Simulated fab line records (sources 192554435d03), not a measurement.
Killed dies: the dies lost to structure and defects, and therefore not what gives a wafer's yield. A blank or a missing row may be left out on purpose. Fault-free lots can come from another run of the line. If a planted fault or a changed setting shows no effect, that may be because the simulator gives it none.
fab line records | flow n5Finfet | part 1 of 2: steps 1 to 3 of 6
record: lots: 24 wafers: 72 lastDay: 18
route steps=1938 shown BEOL_M8@1399 BEOL_M9@1437
lots that met no fault: from a run of the same line without faults
startH: the number of hours between the record's first day and the start of the first shown wafer of the lot | waitH: time in hours since the lot's previous step | " same as the row above | L1.1+2: several wafers, shown together as one row | - value missing, or start not given | * or withheld: withheld | < > ~ a bound
route shown NAME@n: a module of which the file shows steps, and the number in the route of the first | usual: mean and standard deviation over wafers with no fault | same: alike in all rows | chamber/n: place in a boat | sites: per-site readings | _std_site: their standard deviation | _edge_site: mean of outer sites minus mean of inner sites | radiusMm: how far each site lies from the wafer's centre | mask NAME#n: copy n | behind: the most recent tool/chamber to have shaped the wafer | hold: the reason the lot was held/the length of the hold in hours/how it ended | device: the transistor (n, p or np) that didn't switch | end of line: at the end of the route, the tests of the same wafers | a step with no rows: only its recipe | killed: at the first sort, the dies lost to defects and structure; wafer yield is something else | map: the dies of a wafer, with x for killed, . for not killed, _ for no die there
set.NAME: the setting as run; set.NAME@STEP: as run at that earlier step | model.NAME: the simulator's own value behind a step, which no gauge read
one table for each step of the route and one row for each wafer, over a sample of lots
services: the hour from which a tool's chamber was out of use, counted from the record's first day as startH (under 0 if before that day), plus the number of hours and why
== steps ==
step: N5_BEOL_M8_RS_MEAS_57
recipe: thkMeasGauge: four-point-probe reads: Cu_of_BEOL_M8_ECD_50+Co_of_BEOL_M8_CVD_78+TaN_of_BEOL_M8_ALD_77
usual: M8_RS: 0.287/0.0061
columns lot.wafer tool chamber startH waitH M8_RS[ohm/sq]
L074.1 filmMetro-02 - 209.78 0.1 0.295
L074.4 " - " " 0.299
L074.5 " - " " 0.298
L076.1 filmMetro-02 - 224.13 0.1 0.285
L076.3 " - " " 0.293
L076.5 " - " " 0.283
L075.3 filmMetro-01 - 245.33 0.1 0.290
L075.5 " - " " 0.281
L075.6 " - " " 0.291
L078.1 filmMetro-01 - 245.55 0.1 0.282
L078.4 " - " " 0.287
L078.5 " - " " 0.278
L077.1 filmMetro-02 - 253.43 0.1 0.297
L077.5 " - " " 0.288
L077.6 " - " " 0.287
L083.1 filmMetro-01 - 269.10 0.1 0.281
L083.2 " - " " 0.283
L083.5 " - " " 0.285
L079.2 filmMetro-02 - 273.55 0.1 0.279
L079.4 " - " " 0.281
L079.6 " - " " 0.280
L081.1 filmMetro-02 - 277.41 0.1 0.295
L081.2 " - " " 0.284
L081.5 " - " " 0.285
L080.1 filmMetro-02 - 279.51 0.1 0.306
L080.2 " - " " 0.290
L080.5 " - " " 0.300
L084.1 filmMetro-02 - 292.26 0.1 0.290
L084.4 " - " " 0.286
L084.5 " - " " 0.292
L082.2 filmMetro-02 - 292.44 0.1 0.285
L082.4 " - " " 0.274
L082.5 " - " " 0.280
L087.3 filmMetro-02 - 292.99 0.1 0.290
L087.5 " - " " 0.285
L087.6 " - " " 0.284
L085.2 filmMetro-01 - 301.69 0.1 0.287
L085.5 " - " " 0.291
L085.6 " - " " 0.296
L086.1 filmMetro-02 - 307.81 0.1 0.285
L086.3 " - " " 0.280
L086.4 " - " " 0.280
L088.1 filmMetro-01 - 315.03 0.1 0.297
L088.2 " - " " 0.293
L088.3 " - " " 0.284
L090.1 filmMetro-02 - 315.45 0.1 0.283
L090.4 " - " " 0.286
L090.5 " - " " 0.288
L089.1 filmMetro-01 - 323.52 0.1 0.289
L089.4 " - " " 0.286
L089.6 " - " " 0.283
L091.1 filmMetro-01 - 336.63 0.1 0.296
L091.4 " - " " 0.291
L091.5 " - " " 0.285
L092.1 filmMetro-02 - 337.11 0.1 0.282
L092.4 " - " " 0.294
L092.5 " - " " 0.290
L093.1 filmMetro-01 - 341.82 0.1 0.286
L093.4 " - " " 0.284
L093.6 " - " " 0.286
L096.1 filmMetro-01 - 346.39 0.1 0.297
L096.3 " - " " 0.294
L096.5 " - " " 0.289
L094.1 filmMetro-01 - 347.78 0.1 0.292
L094.5 " - " " 0.281
L094.6 " - " " 0.295
L095.3 filmMetro-02 - 348.58 0.1 0.290
L095.5 " - " " 0.293
L095.6 " - " " 0.282
L097.2 filmMetro-01 - 369.65 0.1 0.288
L097.4 " - " " 0.287
L097.6 " - " " 0.279
step: N5_BEOL_M9_DESCUM_33
recipe: chemistry: O2 timeS: 7 sourcePowerW: 50 biasPowerW: 20 pressureMtorr: 20 rfFrequencyHz: 2.712e+07 tempC: 40 resist: CAR-EUV o2FlowSccm: 225
usual: drypumpMotorCurrentA: 5.7/0.52 oesProductAu: 0.77/0.1 rfVppV: 243.1/1.4 showerheadPlenumPTorr: 2.09/0.064 throttleValvePct: 20.50/0.28
columns lot.wafer tool chamber startH waitH drypumpMotorCurrentA oesProductAu rfHoursCounterH rfVppV showerheadPlenumPTorr throttleValvePct
L074.1 rieDiel-04 2 213.91 0.0 5.5 0.75 180 244.8 2.18 20.53
L074.4 " 0 " " 6.1 0.72 - 242.1 2.08 20.60
L074.5 " 1 " " 6.6 0.76 - 242.3 2.00 20.62
L076.1 rieDiel-02 0 229.74 0.0 6.0 0.71 228 244.5 2.06 20.86
L076.3 " 2 " " 5.6 0.74 150 243.4 2.10 20.27
L076.5 " 2 " " 5.6 0.74 - 242.8 2.10 20.29
L075.3 rieDiel-05 2 249.63 0.0 5.5 0.94 7 243.2 2.05 20.02
L075.5 " 1 " " 6.7 0.69 - 242.3 2.06 20.69
L075.6 " 0 " " 5.4 0.68 - 244.1 2.06 20.57
L078.1 rieDiel-04 3 249.84 0.0 5.6 0.97 7 246.0 2.23 20.44
L078.4 " 1 " " 6.6 0.74 184 241.0 2.00 20.62
L078.5 " 1 " " 6.6 0.75 - 242.8 2.00 20.64
L077.1 rieDiel-04 2 258.33 0.0 5.5 0.75 192 244.7 2.17 20.55
L077.5 " 2 " " 5.5 0.75 - 245.3 2.17 20.55
L077.6 " 3 " " 5.7 0.96 - 244.9 2.23 20.44
L083.1 rieDiel-05 0 271.62 0.0 5.4 0.67 239 242.3 2.06 20.56
L083.2 " 3 " " 5.6 0.70 224 242.1 2.07 20.98
L083.5 " 1 " " 6.7 0.68 - 242.7 2.06 20.68
L079.2 rieDiel-05 2 279.07 0.2 5.5 0.92 15 242.7 2.05 20.02
L079.4 " 3 " " 5.6 0.69 227 242.8 2.06 20.98
L079.6 " 0 " " 5.4 0.67 - 243.6 2.06 20.61
L081.1 rieDiel-04 2 283.98 0.0 5.5 0.73 199 244.0 2.17 20.56
L081.2 " 3 " " 5.6 0.94 17 244.4 2.23 20.46
L081.5 " 3 " " 5.6 0.94 - 245.9 2.23 20.46
L080.1 rieDiel-05 3 284.03 0.0 5.6 0.69 229 243.4 2.06 20.97
L080.2 " 0 " " 5.4 0.67 244 243.7 2.06 20.60
L080.5 " 1 " " 6.7 0.68 - 242.9 2.06 20.71
L084.1 rieDiel-04 3 295.69 0.0 5.6 0.93 21 246.5 2.22 20.45
L084.4 " 0 " " 6.1 0.69 217 244.1 2.07 20.64
L084.5 " 2 " " 5.5 0.73 - 243.3 2.17 20.57
L082.2 rieDiel-04 0 296.45 0.1 6.1 0.69 217 242.4 2.07 20.63
L082.4 " 1 " " 6.6 0.74 198 241.8 1.99 20.65
L082.5 " 1 " " 6.6 0.74 - 242.5 1.99 20.64
L087.3 rieDiel-02 1 298.57 0.0 5.9 0.87 43 245.4 2.21 20.06
L087.5 " 3 " " 4.8 0.70 - 241.9 2.07 20.72
L087.6 " 2 " " 5.6 0.72 - 242.9 2.10 20.31
L085.2 rieDiel-04 0 307.24 0.0 6.1 0.70 220 241.5 2.07 20.66
L085.5 " 1 " " 6.6 0.73 - 242.8 1.99 20.66
L085.6 " 2 " " 5.5 0.73 - 245.7 2.17 20.58
L086.1 rieDiel-02 3 313.61 0.3 4.7 0.70 226 242.7 2.07 20.72
L086.3 " 2 " " 5.6 0.71 176 242.7 2.09 20.31
L086.4 " 3 " " 4.7 0.70 - 243.7 2.07 20.73
L088.1 rieDiel-02 1 319.07 0.0 5.9 0.87 52 244.1 2.21 20.04
L088.2 " 2 " " 5.6 0.72 178 243.6 2.09 20.33
L088.3 " 3 " " 4.7 0.70 228 241.9 2.07 20.73
L090.1 rieDiel-05 0 319.31 0.0 5.4 0.67 253 242.7 2.05 20.61
L090.4 " 2 " " 5.5 0.88 - 243.2 2.04 20.05
L090.5 " 0 " " 5.4 0.67 - 242.2 2.05 20.60
L089.1 rieDiel-02 3 326.73 0.1 4.8 0.70 231 242.4 2.07 20.74
L089.4 " 1 " " 5.9 0.87 55 243.8 2.21 20.05
L089.6 " 2 " " 5.6 0.72 - 243.0 2.09 20.31
L091.1 rieDiel-05 2 341.62 0.0 5.5 0.87 40 241.9 2.04 20.06
L091.4 " 1 " " 6.8 0.67 - 242.6 2.05 20.73
L091.5 " 2 " " 5.5 0.86 - 243.2 2.04 20.05
L092.1 rieDiel-05 2 343.73 0.0 5.5 0.85 40 241.4 2.04 20.06
L092.4 " 0 " " 5.4 1.00 - 242.8 2.05 20.22
L092.5 " 1 " " 6.7 0.67 - 243.2 2.05 20.74
L093.1 rieDiel-05 0 345.81 0.0 5.4 0.99 1 242.5 2.05 20.24
L093.4 " 2 " " 5.5 0.85 - 243.9 2.04 20.06
L093.6 " 0 " " 5.4 1.00 - 242.5 2.05 20.23
L096.1 rieDiel-05 3 349.13 0.0 5.6 0.69 242 241.6 2.06 21.01
L096.3 " 0 " " 5.4 0.99 3 241.2 2.05 20.24
L096.5 " 3 " " 5.6 0.69 - 242.3 2.06 21.02
L094.1 rieDiel-02 3 354.26 0.0 4.8 0.70 240 242.9 2.07 20.76
L094.5 " 3 " " 4.7 0.69 - 242.7 2.07 20.75
L094.6 " 0 " " 6.0 0.94 - 242.6 2.05 20.52
L095.3 rieDiel-05 3 354.30 0.0 5.6 0.68 244 242.9 2.06 21.01
L095.5 " 2 " " 5.5 0.85 - 242.7 2.04 20.08
L095.6 " 3 " " 5.6 0.68 - 243.3 2.06 21.03
L097.2 rieDiel-02 2 376.22 0.1 5.6 0.71 198 244.0 2.09 20.33
L097.4 " 1 " " 5.9 0.83 71 244.8 2.20 20.08
L097.6 " 2 " " 5.6 0.70 - 242.0 2.09 20.35
step: N5_BEOL_M9_ETCH_76
recipe: chemistry: N2/H2 target: underlayer targetDepthA: 65 maskMaterial: CAR-EUV timeS: 5.2 ionEnergyEv: 200 pressureMtorr: 30 sourceW: 840 biasW: 150 n2FlowSccm: 200 h2FlowSccm: 200 ends: cleared
usual: drypumpMotorCurrentA: 5.7/0.52 etchRfOnTimeS: 5.19/0.08 oesProductAu: 0.66/0.087 rfVppV: 523.7/2.6 showerheadPlenumPTorr: 2.54/0.079 throttleValvePct: 17.93/0.25
columns lot.wafer tool chamber startH waitH drypumpMotorCurrentA etchRfOnTimeS oesProductAu rfHoursCounterH rfVppV showerheadPlenumPTorr throttleValvePct
L074.1 rieDiel-04 2 213.95 0.0 5.5 5.23 0.63 180 525.4 2.64 17.89
L074.4 " 0 " " 6.1 5.31 0.61 - 521.7 2.52 17.88
L074.5 " 1 " " 6.6 5.22 0.64 - 522.6 2.43 18.12
L076.1 rieDiel-02 0 229.78 0.0 6.0 5.29 0.59 228 522.9 2.51 18.36
L076.3 " 2 " " 5.6 5.12 0.64 150 522.7 2.55 17.67
L076.5 " 2 " " 5.6 5.10 0.64 - 521.9 2.55 17.67
L075.3 rieDiel-05 2 249.66 0.0 5.5 5.17 0.80 7 524.6 2.50 17.58
L075.5 " 1 " " 6.8 5.11 0.60 - 521.8 2.51 18.12
L075.6 " 0 " " 5.4 5.24 0.58 - 521.3 2.51 18.06
L078.1 rieDiel-04 3 249.87 0.0 5.6 5.09 0.83 7 527.2 2.71 17.78
L078.4 " 1 " " 6.6 5.18 0.63 184 518.4 2.43 18.13
L078.5 " 1 " " 6.6 5.17 0.64 - 521.3 2.43 18.13
L077.1 rieDiel-04 2 258.36 0.0 5.5 5.16 0.64 192 527.8 2.63 17.91
L077.5 " 2 " " 5.5 5.18 0.63 - 526.3 2.63 17.91
L077.6 " 3 " " 5.6 5.10 0.82 - 529.6 2.71 17.77
L083.1 rieDiel-05 0 271.66 0.0 5.4 5.37 0.58 239 523.7 2.51 18.05
L083.2 " 3 " " 5.6 5.36 0.59 224 522.9 2.51 18.36
L083.5 " 1 " " 6.8 5.14 0.59 - 521.3 2.50 18.15
L079.2 rieDiel-05 2 279.10 0.0 5.5 5.13 0.78 15 523.7 2.50 17.58
L079.4 " 3 " " 5.6 5.35 0.59 227 523.5 2.51 18.36
L079.6 " 0 " " 5.4 5.19 0.58 - 525.1 2.51 18.06
L081.1 rieDiel-04 2 284.02 0.0 5.5 5.18 0.62 199 528.5 2.63 17.91
L081.2 " 3 " " 5.7 5.11 0.80 17 525.5 2.70 17.77
L081.5 " 3 " " 5.7 5.13 0.79 - 529.3 2.70 17.77
L080.1 rieDiel-05 3 284.06 0.0 5.6 5.43 0.59 229 523.9 2.51 18.36
L080.2 " 0 " " 5.4 5.23 0.57 244 524.3 2.51 18.06
L080.5 " 1 " " 6.8 5.12 0.59 - 523.2 2.50 18.16
L084.1 rieDiel-04 3 295.73 0.0 5.7 5.14 0.78 21 527.4 2.70 17.77
L084.4 " 0 " " 6.1 5.22 0.59 217 524.0 2.51 17.93
L084.5 " 2 " " 5.5 5.19 0.62 - 528.2 2.63 17.91
L082.2 rieDiel-04 0 296.49 0.0 6.1 5.28 0.59 217 521.8 2.51 17.93
L082.4 " 1 " " 6.6 5.18 0.63 198 519.8 2.42 18.14
L082.5 " 1 " " 6.6 5.24 0.61 - 519.6 2.42 18.11
L087.3 rieDiel-02 1 298.61 0.0 5.9 5.13 0.75 43 527.5 2.71 17.56
L087.5 " 3 " " 4.8 5.15 0.61 - 523.0 2.52 18.16
L087.6 " 2 " " 5.6 5.12 0.62 - 523.3 2.54 17.70
L085.2 rieDiel-04 0 307.28 0.0 6.1 5.18 0.58 220 522.2 2.50 17.97
L085.5 " 1 " " 6.6 5.17 0.62 - 520.6 2.42 18.13
L085.6 " 2 " " 5.5 5.22 0.62 - 525.7 2.62 17.93
L086.1 rieDiel-02 3 313.65 0.0 4.8 5.17 0.60 226 522.3 2.51 18.16
L086.3 " 2 " " 5.6 5.14 0.62 176 522.2 2.54 17.75
L086.4 " 3 " " 4.8 5.13 0.61 - 523.9 2.51 18.15
L088.1 rieDiel-02 1 319.10 0.0 5.9 5.10 0.76 52 527.7 2.70 17.54
L088.2 " 2 " " 5.6 5.19 0.61 178 521.5 2.54 17.71
L088.3 " 3 " " 4.8 5.16 0.60 228 524.2 2.51 18.14
L090.1 rieDiel-05 0 319.36 0.0 5.4 5.25 0.57 253 522.7 2.50 18.07
L090.4 " 2 " " 5.5 5.10 0.74 - 523.6 2.49 17.60
L090.5 " 0 " " 5.4 5.20 0.57 - 523.1 2.50 18.07
L089.1 rieDiel-02 3 326.77 0.0 4.7 5.18 0.60 231 522.6 2.51 18.19
L089.4 " 1 " " 5.9 5.16 0.74 55 528.8 2.70 17.59
L089.6 " 2 " " 5.6 5.21 0.61 - 524.3 2.54 17.73
L091.1 rieDiel-05 2 341.65 0.0 5.5 5.18 0.73 40 523.0 2.49 17.63
L091.4 " 1 " " 6.8 5.07 0.59 - 523.8 2.50 18.15
L091.5 " 2 " " 5.5 5.13 0.74 - 521.8 2.49 17.63
L092.1 rieDiel-05 2 343.76 0.0 5.5 5.26 0.72 40 521.0 2.49 17.63
L092.4 " 0 " " 5.4 5.24 0.85 - 524.2 2.50 17.63
L092.5 " 1 " " 6.7 5.21 0.56 - 524.4 2.50 18.20
L093.1 rieDiel-05 0 345.84 0.0 5.4 5.13 0.85 1 523.5 2.50 17.66
L093.4 " 2 " " 5.5 5.18 0.72 - 521.1 2.48 17.60
L093.6 " 0 " " 5.4 5.17 0.85 - 523.4 2.50 17.65
L096.1 rieDiel-05 3 349.16 0.0 5.6 5.41 0.58 242 523.0 2.50 18.39
L096.3 " 0 " " 5.4 5.14 0.83 3 520.4 2.50 17.64
L096.5 " 3 " " 5.6 5.41 0.58 - 522.7 2.50 18.38
L094.1 rieDiel-02 3 354.29 0.0 4.8 5.17 0.59 240 523.2 2.51 18.21
L094.5 " 3 " " 4.8 5.19 0.60 - 522.8 2.51 18.17
L094.6 " 0 " " 6.0 5.14 0.81 - 522.9 2.50 17.96
L095.3 rieDiel-05 3 354.33 0.0 5.6 5.40 0.58 244 524.3 2.50 18.39
L095.5 " 2 " " 5.5 5.17 0.72 - 522.5 2.48 17.61
L095.6 " 3 " " 5.6 5.36 0.58 - 522.3 2.50 18.40
L097.2 rieDiel-02 2 376.25 0.0 5.6 5.17 0.60 198 524.1 2.53 17.76
L097.4 " 1 " " 5.9 5.18 0.71 71 527.1 2.69 17.60
L097.6 " 2 " " 5.6 5.24 0.60 - 520.0 2.53 17.76
